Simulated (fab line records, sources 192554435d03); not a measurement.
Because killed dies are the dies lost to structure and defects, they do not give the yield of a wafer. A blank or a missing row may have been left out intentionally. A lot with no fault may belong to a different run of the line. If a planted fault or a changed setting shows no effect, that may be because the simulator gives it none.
A struck lot beside a sound one | flow n5_finfet | 15 out of 1938 route steps
Sound: the wafers L297.2, L297.4, L297.5. Struck: wafers L310.1, L310.2, L310.6. The cause is named last.
Order at every step that has rows: each side's tool, ch and its chambers, its first start. Under that, the readings that differ: sound wafers | struck wafers | difference of the means | sigmas: that difference in standard deviations of wafers without a fault.
alike: same words and numbers on both sides, and readings whose means sit less than 2 such deviations apart. not compared: any withheld reading, any reading some wafer has no value for, any bound like >300 that may hide the same value, and any number with overlapping values for which the record gives no deviation.
A row with sigmas, a row that says differs or no value, or rows on one side alone: a step with any of these is where the two part. Numbers that have no deviation but don't overlap get no sigmas and don't part them. A reading missing from all wafers of one side parts the sides only when that side holds two or more wafers.

first, 2 steps without rows for these wafers: N5_FIN_SAQP_ETCH_65 (etches SiO2 in CF4, target depth 4 nm, time 4.4 s); N5_FIN_SAQP_MANDREL_ETCH_58 (etches a-Si in HBr/Cl2, stops on SiNx, target depth 45 nm, bt time 10 s, time 27 s).
N5_FIN_SAQP_RECESS_63: chemistry HF/NH3, target SiO2, target depth 18 nm, afs cycles 3, sublimation time 60 s.
  sound on vapor_etch-02 ch 0,1, day 3 19:05; struck on vapor_etch-02 ch 0,1, day 7 00:04
  alike: drypump_motor_current_A
then, 1 step without rows for these wafers: N5_FIN_SAQP_COAT_68 (time 60 s, resist thk 100 nm).
N5_FIN_SAQP_ETCH_69: etches SOC in N2/H2, stops on SiNx, target depth 150 nm.
  sound on rie_diel-01 ch 0,2,3, day 3 19:32; struck on rie_diel-04 ch 0,2,3, day 7 00:36
  alike: drypump_motor_current_A, oes_product_au, rf_vpp_V, showerhead_plenum_p_Torr, throttle_valve_pct
  not compared: rf_hours_counter_h
then, 1 step without rows for these wafers: N5_FIN_SAQP_ETCH_67 (etches SiNx in CH3F/O2, target depth 30 nm).
N5_FIN_SAQP_STRIP_70: strips in N2/H2.
  sound on rie_diel-01 ch 0,2,3, day 3 19:38; struck on rie_diel-04 ch 0,2,3, day 7 00:42
  alike: drypump_motor_current_A, oes_product_au, power_w, rf_vpp_V, showerhead_plenum_p_Torr, throttle_valve_pct
  not compared: rf_hours_counter_h
then, 1 step without rows for these wafers: N5_FIN_SAQP_RECESS_71 (chemistry HF/NH3, target SiO2, target depth 3 nm, afs cycles 1, sublimation time 60 s).
N5_FIN_SAQP_SPACER2_ALD_28: deposits SiO2, target thk 8.1 nm, pulse time 1 s, purge time 2 s.
  sound on ald_sin-04 ch 1,2, day 3 19:50; struck on ald_sin-04 ch 1,2, day 7 00:54
  alike: heater_power_w, precursor_pulse_height_rel
N5_FIN_SAQP_SPACER2_ETCHBACK_29: etches SiO2 in CHF3/O2, target depth 12.2 nm, time 6.1 s.
  sound on rie_diel-04 ch 0,3, day 3 20:10; struck on rie_diel-04 ch 0,1,3, day 7 01:30
  alike: drypump_motor_current_A, oes_product_au, rf_vpp_V, showerhead_plenum_p_Torr, throttle_valve_pct
  not compared: rf_hours_counter_h
then, 1 step without rows for these wafers: N5_FIN_SAQP_MANDREL2_REMOVE_60 (chemistry HBr/Cl2/O2, target a-Si, stops on SiNx, bt time 10 s).
N5_FIN_SAQP_CD_MEAS_31: the cd target is 8 nm.
  sound on cd_sem-01 ch 0, day 3 20:22; struck on cd_sem-02 ch 0, day 7 01:42
  alike: cd_nm
N5_FIN_SAQP_HM_OPEN_33: chemistry CH3F/O2, target SiNx, target depth 49.4 nm, time 70.6 s.
  sound on rie_diel-01 ch 2,3, day 3 20:31; struck on rie_diel-01 ch 0,2, day 7 01:45
  reading               | sound          | struck         | difference | sigmas
  etch_rf_on_time_s (s) | 67.8 68.1 68.6 | 79.5 79.6 80.9 | +11.8      | +9
  alike: drypump_motor_current_A, oes_product_au, rf_vpp_V, showerhead_plenum_p_Torr, throttle_valve_pct
  not compared: rf_hours_counter_h
then, 1 step without rows for these wafers: N5_FIN_SAQP_ETCH_34 (etches SiO2 in C4F6/O2, target depth 45 nm, time 15 s).
-- here the record skips 7 days between the struck wafers' starts before and after, leaving off in module FIN_SAQP and picking up in module BEOL_M4 (first step shown: number 1111 of the route) --
N5_BEOL_M4_RC_MEAS_101:
  sound on prober-01 ch 0, day 10 01:50; struck on prober-02 ch 0, day 13 20:56
  alike: DIBL_N, DIBL_P, IOFF_N, IOFF_P, ION_N, ION_P, SS_N, SS_P, VT_N, VT_P

WHERE THEY PART
Within this record, at N5_FIN_SAQP_HM_OPEN_33 only. Later steps at which nothing parts them and some readings are alike: N5_BEOL_M4_RC_MEAS_101.

WHY: whatever the simulator had introduced
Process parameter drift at N5_FIN_SAQP_HM_OPEN_33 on rie_diel-01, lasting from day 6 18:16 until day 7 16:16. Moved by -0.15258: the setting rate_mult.
